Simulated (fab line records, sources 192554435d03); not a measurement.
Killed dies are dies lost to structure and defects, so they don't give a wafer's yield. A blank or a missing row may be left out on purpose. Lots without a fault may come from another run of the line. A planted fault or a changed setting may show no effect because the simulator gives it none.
One fault seen from 2 desks | flow n5_finfet | each desk has only its own numbers; what lay behind them comes last

THE METROLOGY DESK
What the gauges read, lot by lot, whatever tool the lot ran on: means of the sampled wafers that have a number. A lot is out of limits, marked OUT, if its mean lies more than 4 standard deviations from the usual mean; the brackets give that distance. Of its 11 readings 7 are shown: those that lie furthest out on some lot.
Columns: A = M0_RS at N5_BEOL_M0_RS_MEAS_126, usual 0.530 ohm/sq; B = DIBL_N at N5_BEOL_M4_RC_MEAS_101, usual 36.4 mV/V; C = IOFF_P at N5_BEOL_M4_RC_MEAS_101, usual 0.21 nA/um; D = ION_N at N5_BEOL_M4_RC_MEAS_101, usual 673 uA/um; E = ION_P at N5_BEOL_M4_RC_MEAS_101, usual 461 uA/um; F = VT_N at N5_BEOL_M4_RC_MEAS_101, usual 249.4 mV; G = VT_P at N5_BEOL_M4_RC_MEAS_101, usual -250 mV
lot  | first seen here | A     | B    | C    | D   | E   | F     | G
L593 | day 6 02:08     | 0.503 | 37.2 | 0.22 | 675 | 458 | 248.2 | -249
L594 | day 6 10:05     | 0.529 | 37.3 | 0.24 | 666 | 459 | 247.3 | -247
L598 | day 7 09:11     | 0.529 | 37.1 | 0.24 | 676 | 467 | 249.7 | -246
L599 | day 7 16:22     | 0.517 | 34.6 | 0.20 | 659 | 453 | 252.3 | -253
L600 | day 8 04:22     | 0.535 | 35.8 | 0.23 | 670 | 464 | 248.0 | -247
L605 | day 9 06:14     | 0.554 | 36.6 | 0.24 | 682 | 467 | 246.7 | -246
L606 | day 9 10:05     | 0.556 | 36.5 | 0.23 | 686 | 464 | 246.1 | -246
L610 | day 10 10:03    | 0.529 | 36.0 | 0.18 | 668 | 455 | 250.2 | -255
L611 | day 10 16:10    | 0.544 | 36.9 | 0.21 | 673 | 460 | 251.2 | -251
L615 | day 11 21:28    | 0.553 | 38.1 | 0.25 | 674 | 463 | 249.6 | -245
This desk's finding: nothing out of limits on any of the 10 lots.

THE TOOL OWNER'S DESK: pecvd-02
The tool's own readings at N5_BEOL_M0_SAQP_PECVD_00 (deposits SiCN from 3MS/NH3, target thk 8 nm, time 14 s): means of the sampled wafers that have a number, for each lot that ran on this tool. A lot is out of limits, marked OUT, if its mean lies more than 4 standard deviations from the usual mean; the brackets give that distance.
Columns: A = showerhead_plenum_p_Torr at N5_BEOL_M0_SAQP_PECVD_00, usual 3.659 Torr; B = throttle_valve_pct at N5_BEOL_M0_SAQP_PECVD_00, usual 9.1 %
lot  | first seen here | A     | B
L594 | day 5 18:05     | 3.667 | 9.0
L598 | day 6 23:00     | 3.665 | 8.9
L600 | day 7 14:02     | 3.666 | 9.0
L605 | day 8 17:26     | 3.660 | 9.1
L606 | day 8 20:25     | 3.671 | 9.1
This desk's finding: nothing out of limits on any of the 5 lots.

PUT TOGETHER
The metrology desk saw nothing out of limits.
The tool owner's desk saw nothing out of limits.

WHAT THE SIMULATOR HAD PUT IN
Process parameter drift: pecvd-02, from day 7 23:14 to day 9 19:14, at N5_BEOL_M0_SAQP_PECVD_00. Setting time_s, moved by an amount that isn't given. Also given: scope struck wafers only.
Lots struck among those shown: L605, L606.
